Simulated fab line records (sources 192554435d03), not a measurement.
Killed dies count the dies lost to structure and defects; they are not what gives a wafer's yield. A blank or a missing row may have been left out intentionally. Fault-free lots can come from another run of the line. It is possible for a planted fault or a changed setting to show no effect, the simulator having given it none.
Which tool was responsible? :: flow n5 finfet :: 9 lots with 25 wafers sampled at 6 steps, on a route of 1938 steps

== WHAT THE GAUGES SHOWED, per wafer ==
N5_BEOL_M2_RS_MEAS_58: uses a four-point probe to measure. Usual: M2_RS typically reads 0.669 ohm/sq, with standard deviation 0.029.
lot: L495
measured: day 8 05:08
on: film metro-01
M2_RS (ohm/sq): 0.642 0.645 0.661
flag: 

lot: L494
measured: day 8 07:08
on: film metro-01
M2_RS (ohm/sq): 0.649 0.671 0.657
flag: 

lot: L498
measured: day 9 06:29
on: film metro-02
M2_RS (ohm/sq): 0.678 0.663
flag: 

lot: L500
measured: day 9 22:27
on: film metro-02
M2_RS (ohm/sq): 0.671 0.685
flag: 

lot: L507
measured: day 11 08:04
on: film metro-01
M2_RS (ohm/sq): 0.617 0.642 0.606
flag: 

lot: L509
measured: day 12 04:52
on: film metro-01
M2_RS (ohm/sq): 0.630 0.713 0.647
flag: 

lot: L511
measured: day 12 15:46
on: film metro-01
M2_RS (ohm/sq): 0.653 0.655 0.671
flag: 

lot: L512
measured: day 12 18:29
on: film metro-01
M2_RS (ohm/sq): 0.697 0.734 0.744
flag: 

lot: L513
measured: day 12 20:37
on: film metro-02
M2_RS (ohm/sq): 0.646 0.631 0.686
flag: 

N5_BEOL_M4_RC_MEAS_101. Usual: DIBL_N 35.9 mV/V, standard deviation 1.4; DIBL_P 35.9 mV/V, standard deviation 1.7; IOFF_N 0.155 nA/um, standard deviation 0.023; IOFF_P 0.201 nA/um, standard deviation 0.029; ION_N 672 uA/um, standard deviation 8.8; ION_P 460 uA/um, standard deviation 7; SS_N 71.6 mV/dec, standard deviation 0.48; SS_P 73.1 mV/dec, standard deviation 0.64; VT_N 250.0 mV, standard deviation 3; VT_P -251.6 mV, standard deviation 3.
lot: L495
measured: day 8 23:53
on: prober-01
DIBL_N (mV/V): 32.8 35.5 35.6
DIBL_P (mV/V): 34.9 37.1 37.1
IOFF_N (nA/um): 0.126 0.165 0.161
IOFF_P (nA/um): 0.168 0.200 0.208
ION_N (uA/um): 663 671 668
ION_P (uA/um): 453 456 459
SS_N (mV/dec): 71.3 71.5 72.1
SS_P (mV/dec): 73.3 73.6 73.6
VT_N (mV): 254.2 250.1 251.3
VT_P (mV): -257.0 -254.1 -250.2
flag: 

lot: L494
measured: day 9 06:42
on: prober-01
DIBL_N (mV/V): 36.1 36.0 35.6
DIBL_P (mV/V): 36.3 36.4 36.0
IOFF_N (nA/um): 0.168 0.163 0.172
IOFF_P (nA/um): 0.217 0.207 0.213
ION_N (uA/um): 675 676 673
ION_P (uA/um): 460 458 457
SS_N (mV/dec): 72.0 71.1 71.3
SS_P (mV/dec): 73.0 73.4 73.2
VT_N (mV): 247.6 250.3 248.9
VT_P (mV): -250.3 -251.0 -250.2
flag: 

lot: L498
measured: day 10 08:11
on: prober-01
DIBL_N (mV/V): 37.8 36.6
DIBL_P (mV/V): 38.9 35.8
IOFF_N (nA/um): 0.193 0.166
IOFF_P (nA/um): 0.216 0.174
ION_N (uA/um): 688 660
ION_P (uA/um): 460 446
SS_N (mV/dec): 71.6 71.7
SS_P (mV/dec): 74.2 72.2
VT_N (mV): 244.7 249.3
VT_P (mV): -251.0 -253.7
flag: 

lot: L500
measured: day 11 04:08
on: prober-01
DIBL_N (mV/V): 36.0 37.0
DIBL_P (mV/V): 36.4 37.8
IOFF_N (nA/um): 0.143 0.169
IOFF_P (nA/um): 0.201 0.221
ION_N (uA/um): 663 685
ION_P (uA/um): 455 474
SS_N (mV/dec): 71.4 71.7
SS_P (mV/dec): 73.1 73.6
VT_N (mV): 251.7 249.0
VT_P (mV): -249.7 -250.5
flag: 

lot: L507
measured: day 12 11:29
on: prober-02
DIBL_N (mV/V): 36.4 35.6 35.2
DIBL_P (mV/V): 35.5 35.2 34.7
IOFF_N (nA/um): 0.143 0.139 0.133
IOFF_P (nA/um): 0.189 0.183 0.179
ION_N (uA/um): 663 666 671
ION_P (uA/um): 457 455 466
SS_N (mV/dec): 72.0 71.2 70.8
SS_P (mV/dec): 73.6 72.5 72.3
VT_N (mV): 251.3 253.8 253.2
VT_P (mV): -252.0 -253.8 -254.1
flag: 

lot: L509
measured: day 12 22:56
on: prober-01
DIBL_N (mV/V): 36.6 36.3 35.4
DIBL_P (mV/V): 37.5 37.9 36.6
IOFF_N (nA/um): 0.168 0.170 0.149
IOFF_P (nA/um): 0.213 0.217 0.199
ION_N (uA/um): 682 676 668
ION_P (uA/um): 461 460 461
SS_N (mV/dec): 72.3 72.0 72.8
SS_P (mV/dec): 73.8 74.1 73.7
VT_N (mV): 248.7 248.1 250.8
VT_P (mV): -250.7 -251.7 -250.6
flag: 

lot: L511
measured: day 13 16:23
on: prober-01
DIBL_N (mV/V): 35.4 36.3 37.0
DIBL_P (mV/V): 36.7 38.7 39.4
IOFF_N (nA/um): 0.188 0.205 0.231
IOFF_P (nA/um): 0.220 0.250 0.267
ION_N (uA/um): 688 680 676
ION_P (uA/um): 469 465 462
SS_N (mV/dec): 71.3 71.7 72.3
SS_P (mV/dec): 73.3 73.7 74.4
VT_N (mV): 243.8 244.3 243.5
VT_P (mV): -248.9 -249.2 -249.4
flag: 

lot: L512
measured: day 13 18:04
on: prober-01
DIBL_N (mV/V): 35.9 37.2 34.9
DIBL_P (mV/V): 35.7 35.9 34.2
IOFF_N (nA/um): 0.155 0.157 0.132
IOFF_P (nA/um): 0.183 0.196 0.171
ION_N (uA/um): 679 670 666
ION_P (uA/um): 461 454 451
SS_N (mV/dec): 71.4 71.7 70.5
SS_P (mV/dec): 72.8 73.5 73.4
VT_N (mV): 248.4 250.7 252.3
VT_P (mV): -253.1 -252.3 -254.2
flag: 

lot: L513
measured: day 13 23:38
on: prober-02
DIBL_N (mV/V): 35.6 34.9 33.5
DIBL_P (mV/V): 34.0 34.2 32.8
IOFF_N (nA/um): 0.141 0.131 0.113
IOFF_P (nA/um): 0.186 0.198 0.168
ION_N (uA/um): 649 668 654
ION_P (uA/um): 448 462 454
SS_N (mV/dec): 71.7 71.1 71.0
SS_P (mV/dec): 72.6 73.4 72.6
VT_N (mV): 255.4 250.9 256.9
VT_P (mV): -253.7 -251.9 -252.6
flag: 

== TOOL THAT RAN EACH LOT (tool first, then ch and the chambers of the sampled wafers, then the start) ==
lot: L495
N5_BEOL_M2_PECVD_72: pecvd-04 ch 0,1, day 7 16:30
N5_BEOL_M2_SPUTTER_88: pvd sputter-01, day 8 03:11
N5_BEOL_M2_CMP_52: cmp-01 ch 0,1,2, day 8 04:38
N5_BEOL_M2_DEP_57: pecvd-02 ch 0,2, day 8 05:04

lot: L494
N5_BEOL_M2_PECVD_72: pecvd-02 ch 0,2, day 7 20:06
N5_BEOL_M2_SPUTTER_88: pvd sputter-01, day 8 05:07
N5_BEOL_M2_CMP_52: cmp-01 ch 0,1,2, day 8 06:31
N5_BEOL_M2_DEP_57: pecvd-03 ch 0,2, day 8 07:04

lot: L498
N5_BEOL_M2_PECVD_72: pecvd-04 ch 0,1, day 8 19:58
N5_BEOL_M2_SPUTTER_88: pvd sputter-01, day 9 04:34
N5_BEOL_M2_CMP_52: cmp-01 ch 0,1, day 9 06:03
N5_BEOL_M2_DEP_57: pecvd-04 ch 0,1, day 9 06:25

lot: L500
N5_BEOL_M2_PECVD_72: pecvd-04 ch 0,2, day 9 07:07
N5_BEOL_M2_SPUTTER_88: pvd sputter-01, day 9 19:55
N5_BEOL_M2_CMP_52: cmp-02 ch 1,2, day 9 21:56
N5_BEOL_M2_DEP_57: pecvd-04 ch 0,1, day 9 22:23

lot: L507
N5_BEOL_M2_PECVD_72: pecvd-02 ch 0,1, day 10 20:07
N5_BEOL_M2_SPUTTER_88: pvd sputter-03, day 11 06:08
N5_BEOL_M2_CMP_52: cmp-03 ch 1,2, day 11 07:31
N5_BEOL_M2_DEP_57: pecvd-04 ch 0,1,2, day 11 07:59

lot: L509
N5_BEOL_M2_PECVD_72: pecvd-03 ch 1,2, day 11 11:39
N5_BEOL_M2_SPUTTER_88: pvd sputter-03, day 12 02:31
N5_BEOL_M2_CMP_52: cmp-02 ch 0,3, day 12 04:20
N5_BEOL_M2_DEP_57: pecvd-04 ch 0,1,2, day 12 04:47

lot: L511
N5_BEOL_M2_PECVD_72: pecvd-04 ch 0,2, day 12 06:36
N5_BEOL_M2_SPUTTER_88: pvd sputter-03, day 12 13:49
N5_BEOL_M2_CMP_52: cmp-01 ch 0,1,2, day 12 15:13
N5_BEOL_M2_DEP_57: pecvd-02 ch 0,2, day 12 15:42

lot: L512
N5_BEOL_M2_PECVD_72: pecvd-02 ch 0,1,2, day 12 06:39
N5_BEOL_M2_SPUTTER_88: pvd sputter-01, day 12 16:33
N5_BEOL_M2_CMP_52: cmp-02 ch 0,1,2, day 12 17:56
N5_BEOL_M2_DEP_57: pecvd-02 ch 0,2, day 12 18:25

lot: L513
N5_BEOL_M2_PECVD_72: pecvd-04 ch 0,1, day 12 09:58
N5_BEOL_M2_SPUTTER_88: pvd sputter-01, day 12 18:41
N5_BEOL_M2_CMP_52: cmp-01 ch 0,1,3, day 12 20:04
N5_BEOL_M2_DEP_57: pecvd-04 ch 0,2, day 12 20:33
- N5_BEOL_M2_PECVD_72: deposits SiO2 from TEOS/O2, target thk 16 nm, time 18 s.
- N5_BEOL_M2_SPUTTER_88: material Cu, target thk 4.5 nm, time 8.29 s.
- N5_BEOL_M2_CMP_52: polishes, stops on SiOC, t overpolish 6.8 s, target thk 40 nm.
- N5_BEOL_M2_DEP_57: deposits SiCN from 3MS/NH3, target thk 8 nm, time 14 s.

== AS READ BY THE TOOLS THEMSELVES (means over the sampled wafers that have a number; for cases with no such wafer, the mark the record gives instead) ==
N5_BEOL_M2_PECVD_72. Usual: heater power w 783 W, standard deviation 130; showerhead plenum p Torr 8.78 Torr, standard deviation 0.047; throttle valve pct 21.8 %, standard deviation 1.3.
lot: L495
tool: pecvd-04
heater power w (W): 975
showerhead plenum p Torr (Torr): 8.76
throttle valve pct (%): 21.4
flag: 

lot: L494
tool: pecvd-02
heater power w (W): 652
showerhead plenum p Torr (Torr): 8.82
throttle valve pct (%): 21.5
flag: 

lot: L498
tool: pecvd-04
heater power w (W): 918
showerhead plenum p Torr (Torr): 8.77
throttle valve pct (%): 21.1
flag: 

lot: L500
tool: pecvd-04
heater power w (W): 860
showerhead plenum p Torr (Torr): 8.81
throttle valve pct (%): 21.4
flag: 

lot: L507
tool: pecvd-02
heater power w (W): 789
showerhead plenum p Torr (Torr): 8.77
throttle valve pct (%): 22.3
flag: 

lot: L509
tool: pecvd-03
heater power w (W): 790
showerhead plenum p Torr (Torr): 8.78
throttle valve pct (%): 23.2
flag: 

lot: L511
tool: pecvd-04
heater power w (W): 813
showerhead plenum p Torr (Torr): 8.83
throttle valve pct (%): 20.6
flag: 

lot: L512
tool: pecvd-02
heater power w (W): 629
showerhead plenum p Torr (Torr): 8.79
throttle valve pct (%): 21.6
flag: 

lot: L513
tool: pecvd-04
heater power w (W): 855
showerhead plenum p Torr (Torr): 8.79
throttle valve pct (%): 21.0
flag: 

N5_BEOL_M2_SPUTTER_88. Usual: throttle valve pct 30.1 %, standard deviation 0.78.
lot: L495
tool: pvd sputter-01
throttle valve pct (%): 30.3
flag: 

lot: L494
tool: pvd sputter-01
throttle valve pct (%): 30.9
flag: 

lot: L498
tool: pvd sputter-01
throttle valve pct (%): 30.5
flag: 

lot: L500
tool: pvd sputter-01
throttle valve pct (%): 29.6
flag: 

lot: L507
tool: pvd sputter-03
throttle valve pct (%): 29.8
flag: 

lot: L509
tool: pvd sputter-03
throttle valve pct (%): 30.5
flag: 

lot: L511
tool: pvd sputter-03
throttle valve pct (%): 30.3
flag: 

lot: L512
tool: pvd sputter-01
throttle valve pct (%): 30.8
flag: 

lot: L513
tool: pvd sputter-01
throttle valve pct (%): 29.9
flag: 

N5_BEOL_M2_CMP_52. Usual: barrier field endpoint s 25.0 s, standard deviation 0.6; clearing platen down force psi 1.5004 psi, standard deviation 0.0027; clearing platen rpm 50.001 rpm, standard deviation 0.028; motor current A 5.9 A, standard deviation 0.78; pad life wafers 967, standard deviation 540; retaining ring pressure frac 1.001, standard deviation 0.005.
lot: L495
tool: cmp-01
barrier field endpoint s (s): 24.8
clearing platen down force psi (psi): 1.5016
clearing platen rpm (rpm): 50.025
motor current A (A): 5.6
pad life wafers: 1172
retaining ring pressure frac: 1.001
flag: 

lot: L494
tool: cmp-01
barrier field endpoint s (s): 25.6
clearing platen down force psi (psi): 1.4993
clearing platen rpm (rpm): 49.969
motor current A (A): 5.5
pad life wafers: 1184
retaining ring pressure frac: 0.996
flag: 

lot: L498
tool: cmp-01
barrier field endpoint s (s): 24.0
clearing platen down force psi (psi): 1.5004
clearing platen rpm (rpm): 50.026
motor current A (A): 5.8
pad life wafers: 1371
retaining ring pressure frac: 1.000
flag: 

lot: L500
tool: cmp-02
barrier field endpoint s (s): 23.9
clearing platen down force psi (psi): 1.5005
clearing platen rpm (rpm): 50.032
motor current A (A): 6.5
pad life wafers: 686
retaining ring pressure frac: 0.994
flag: 

lot: L507
tool: cmp-03
barrier field endpoint s (s): 25.0
clearing platen down force psi (psi): 1.4980
clearing platen rpm (rpm): 50.008
motor current A (A): 5.9
pad life wafers: 414
retaining ring pressure frac: 0.997
flag: 

lot: L509
tool: cmp-02
barrier field endpoint s (s): 25.0
clearing platen down force psi (psi): 1.5018
clearing platen rpm (rpm): 50.005
motor current A (A): 6.1
pad life wafers: 1052
retaining ring pressure frac: 0.999
flag: 

lot: L511
tool: cmp-01
barrier field endpoint s (s): 25.9
clearing platen down force psi (psi): 1.4996
clearing platen rpm (rpm): 49.998
motor current A (A): 5.6
pad life wafers: 1904
retaining ring pressure frac: 1.005
flag: 

lot: L512
tool: cmp-02
barrier field endpoint s (s): 24.1
clearing platen down force psi (psi): 1.5011
clearing platen rpm (rpm): 49.990
motor current A (A): 5.9
pad life wafers: 1171
retaining ring pressure frac: 1.002
flag: 

lot: L513
tool: cmp-01
barrier field endpoint s (s): 25.0
clearing platen down force psi (psi): 1.5014
clearing platen rpm (rpm): 49.967
motor current A (A): 5.8
pad life wafers: 1946
retaining ring pressure frac: 1.001
flag: 

N5_BEOL_M2_DEP_57. Usual: showerhead plenum p Torr 3.665 Torr, standard deviation 0.011; throttle valve pct 8.9 %, standard deviation 0.54.
lot: L495
tool: pecvd-02
showerhead plenum p Torr (Torr): 3.674
throttle valve pct (%): 8.9
flag: 

lot: L494
tool: pecvd-03
showerhead plenum p Torr (Torr): 3.667
throttle valve pct (%): 9.4
flag: 

lot: L498
tool: pecvd-04
showerhead plenum p Torr (Torr): 3.662
throttle valve pct (%): 8.8
flag: 

lot: L500
tool: pecvd-04
showerhead plenum p Torr (Torr): 3.663
throttle valve pct (%): 8.3
flag: 

lot: L507
tool: pecvd-04
showerhead plenum p Torr (Torr): 3.662
throttle valve pct (%): 8.5
flag: 

lot: L509
tool: pecvd-04
showerhead plenum p Torr (Torr): 3.669
throttle valve pct (%): 8.6
flag: 

lot: L511
tool: pecvd-02
showerhead plenum p Torr (Torr): 3.666
throttle valve pct (%): 8.7
flag: 

lot: L512
tool: pecvd-02
showerhead plenum p Torr (Torr): 3.667
throttle valve pct (%): 8.4
flag: 

lot: L513
tool: pecvd-04
showerhead plenum p Torr (Torr): 3.668
throttle valve pct (%): 8.3
flag: 

== THE ANSWER, worked out from the rows above alone ==
Rule: a lot counts as off when the mean over its wafers that have a number is more than 3 standard deviations away from the usual mean. Also off: a lot with no number at a reading for which 4 or more lots have one. Where the step has rows for the other lots, those lots are counted as sound. The gauges are gone through in route order, then the tools' own readings, and for those a lot's mean is taken as printed above. At the first step where some lot is off, the reading lying furthest off is the one used; lots without a number count as furthest.
No lot is off on any of the readings shown, so nothing can be concluded from this.

== WHAT WAS PUT IN BY THE SIMULATOR ==
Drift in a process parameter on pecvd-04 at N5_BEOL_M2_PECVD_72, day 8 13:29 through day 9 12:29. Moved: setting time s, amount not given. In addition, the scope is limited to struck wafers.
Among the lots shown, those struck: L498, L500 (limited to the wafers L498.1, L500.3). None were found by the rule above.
